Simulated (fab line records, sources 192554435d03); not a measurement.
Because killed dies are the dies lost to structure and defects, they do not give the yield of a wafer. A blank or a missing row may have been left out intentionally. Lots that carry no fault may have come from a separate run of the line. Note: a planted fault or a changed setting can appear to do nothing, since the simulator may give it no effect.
A single fault, viewed from 2 desks :: flow n5 finfet :: only its own numbers are on each desk; what lay behind them is given at the end

## DESK OF THE TOOL OWNER: pecvd-01
The tool's own readings at N5_BEOL_M14_ILD_DEP_00 (deposits SiO2 from TEOS/O2, target thk 1119.3 nm, time 237.4 s): means of the sampled wafers that have a number, for each lot that ran on this tool. Any lot whose mean is over 4 standard deviations away from the usual mean is out of limits and marked OUT; that distance is given in the brackets.
Columns: A = heater power w at N5_BEOL_M14_ILD_DEP_00, usual 591 W; B = rf fwd power W at N5_BEOL_M14_ILD_DEP_00, usual 897 W; C = run length s at N5_BEOL_M14_ILD_DEP_00, usual 280.1 s; D = showerhead plenum p Torr at N5_BEOL_M14_ILD_DEP_00, usual 8.34 Torr; E = throttle valve pct at N5_BEOL_M14_ILD_DEP_00, usual 18.3 %
lot: L281
first seen here: day 14 00:28
A: 575
B: 901
C: 280.1
D: 8.31
E: 18.3

lot: L290
first seen here: day 15 23:05
A: 604
B: 894
C: 280.2
D: 8.30
E: 18.2

lot: L295
first seen here: day 17 11:52
A: 523
B: 898
C: 348.2 (+99 or more) OUT
D: 8.33
E: 17.3

lot: L297
first seen here: day 17 20:16
A: 605
B: 895
C: 348.1 (+99 or more) OUT
D: 8.32
E: 18.0
This desk's finding: out of limits on L295, L297; first on L295, day 17 11:52 (run length s at N5_BEOL_M14_ILD_DEP_00). Within limits: L281, L290.

## METROLOGY DESK
Means of the sampled wafers that have a number, per lot and without regard to the tool the lot ran on: this is what the gauges read. Any lot whose mean is over 4 standard deviations away from the usual mean is out of limits and marked OUT; that distance is given in the brackets.
Columns: A = M14_ILD_THK at N5_BEOL_M14_THK_MEAS_01, usual 1110 nm; B = cd nm at N5_BEOL_M14_CD_MEAS_10, usual 249.8 nm; C = cd nm at N5_BEOL_M14_CD_MEAS_17, usual 250.4 nm
lot: L281
first seen here: day 14 00:44
A: 1096
B: 250.0
C: 250.5

lot: L287
first seen here: day 15 12:54
A: 1109
B: 250.1
C: 250.4

lot: L289
first seen here: day 15 13:18
A: 1122
B: 250.7
C: 251.3

lot: L290
first seen here: day 15 23:17
A: 1121
B: 250.5
C: 251.1

lot: L295
first seen here: day 17 12:04
A: 1442 (+22) OUT
B: 248.0
C: 251.6

lot: L296
first seen here: day 17 15:03
A: 1101
B: 248.6
C: 249.0

lot: L297
first seen here: day 17 20:28
A: 1439 (+22) OUT
B: 250.6
C: 254.4

lot: L303
first seen here: day 18 23:31
A: 1108
B: 250.4
C: 251.8

lot: L302
first seen here: day 19 02:10
A: 1122
B: 249.7
C: 250.5

lot: L285
first seen here: day 19 04:18
A: 1092
B: 252.7
C: 252.6
This desk's finding: out of limits on L295, L297; first on L295, day 17 12:04 (M14_ILD_THK at N5_BEOL_M14_THK_MEAS_01). Within limits: L281, L287, L289, L290, L296, L303, L302, L285.

## PUT TOGETHER
On L295, L297, at day 17 11:52, an alarm was possible from the tool owner's desk.
At day 17 12:04 the metrology desk could have sounded an alarm, on L295, L297.
The lots listed all ran N5_BEOL_M14_ILD_DEP_00 on pecvd-01.

## WHAT THE SIMULATOR HAD INSERTED
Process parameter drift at N5_BEOL_M14_ILD_DEP_00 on pecvd-01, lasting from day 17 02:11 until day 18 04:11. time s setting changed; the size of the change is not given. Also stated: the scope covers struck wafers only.
Lots struck among those shown: L295, L297.
Hours from the fault's start to each desk's first reading out of limits: the tool owner's desk, 10; the metrology desk, 10.
